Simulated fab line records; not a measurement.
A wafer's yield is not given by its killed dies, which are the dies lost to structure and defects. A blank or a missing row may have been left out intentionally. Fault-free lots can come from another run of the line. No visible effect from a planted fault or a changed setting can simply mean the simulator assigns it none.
Which tool was responsible?	flow nand-harc	42 wafers from 14 lots sampled at 2 of the route's 1302 steps

WHAT THE GAUGES READ, wafer by wafer
NHARC_P_M1_INSPECT_27.
lot	measured	on	raw-defect-count
L741	day 6 22:23	defect-inspect-02	173 216 148
L743	day 7 16:20	defect-inspect-02	178 247 169
L744	day 8 02:44	defect-inspect-01	378 281 249
L745	day 8 18:31	defect-inspect-02	265 403 187
L746	day 8 20:40	defect-inspect-02	203 249 146
L747	day 9 02:39	defect-inspect-02	331 125 161
L748	day 9 19:08	defect-inspect-02	214 320 242
L749	day 10 05:32	defect-inspect-01	308 249 308
L750	day 10 05:47	defect-inspect-01	489 370 414
L751	day 10 21:49	defect-inspect-01	254 214 113
L752	day 11 06:51	defect-inspect-02	330 318 215
L754	day 12 09:32	defect-inspect-02	108 111 154
L761	day 14 22:18	defect-inspect-01	720 284 323
L762	day 15 18:25	defect-inspect-02	200 291 303

NHARC_P_M2_OVL_MEAS_10: pitch 340 nm.
lot	measured	on	overlay-x-nm (nm)	overlay-y-nm (nm)
L741	day 6 23:44	overlay-02	-1.6 -1.7 -1.4	-0.7 -1.0 -1.1
L743	day 7 17:49	overlay-02	0.1 0.8 0.9	-0.8 -0.6 -0.4
L744	day 8 04:05	overlay-02	0.0 0.6 -0.1	-0.2 -0.1 0.0
L745	day 8 20:03	overlay-02	-0.2 -0.8 0.0	0.5 1.1 1.1
L746	day 8 22:26	overlay-02	0.3 0.6 -0.3	-0.3 -0.1 -0.3
L747	day 9 04:07	overlay-02	0.6 0.1 0.7	0.3 0.0 0.0
L748	day 9 20:37	overlay-01	-1.2 -1.7 -1.4	-0.3 -0.8 -0.4
L749	day 10 06:53	overlay-02	0.1 0.2 0.0	1.5 2.2 0.9
L750	day 10 07:26	overlay-02	0.4 0.6 0.5	0.6 0.7 1.1
L751	day 10 23:09	overlay-02	1.9 1.5 1.9	0.6 -0.1 -0.3
L752	day 11 08:19	overlay-02	0.3 0.3 0.8	0.7 0.4 0.1
L754	day 12 10:59	overlay-02	-0.1 -0.5 -0.7	1.6 1.2 1.2
L761	day 14 23:47	overlay-01	-0.2 -0.4 0.1	0.0 0.5 -0.5
L762	day 15 19:55	overlay-01	0.7 1.5 1.5	-0.3 0.2 -0.5

TOOL THAT RAN EACH LOT (tool first, then ch and the chambers of the sampled wafers, then the start)
Before these readings, the record contains no process step.

AS READ BY THE TOOLS THEMSELVES (means over the sampled wafers that have a number; for cases with no such wafer, the mark the record gives instead)
The record holds no such reading with a usual standard deviation.

THE ANSWER, worked out from the rows above alone
Rule: the lots themselves supply what counts as usual. Put in order of their means at a reading, lots are off if they are a third of the lots or fewer, leave a main group of 4 or more, and stand apart from it by a gap of 3 or more times the standard deviation of the main group's means; of several such gaps the widest counts. A main group whose means are all the same, to the digits that the tables above print for the reading, isn't used. A lot without any number at a reading at which 4 lots or more have one is off too. Any other lot the step has rows for is counted as sound. After the gauges, taken in route order, come the tools' own readings; for these a lot's mean is taken, as printed above. At the first step where some lot is off, the reading lying furthest off is the one used; lots without a number count as furthest.
No lot is off on any of the readings shown, so nothing can be concluded from this.

WHAT HAD BEEN PUT IN BY THE SIMULATOR
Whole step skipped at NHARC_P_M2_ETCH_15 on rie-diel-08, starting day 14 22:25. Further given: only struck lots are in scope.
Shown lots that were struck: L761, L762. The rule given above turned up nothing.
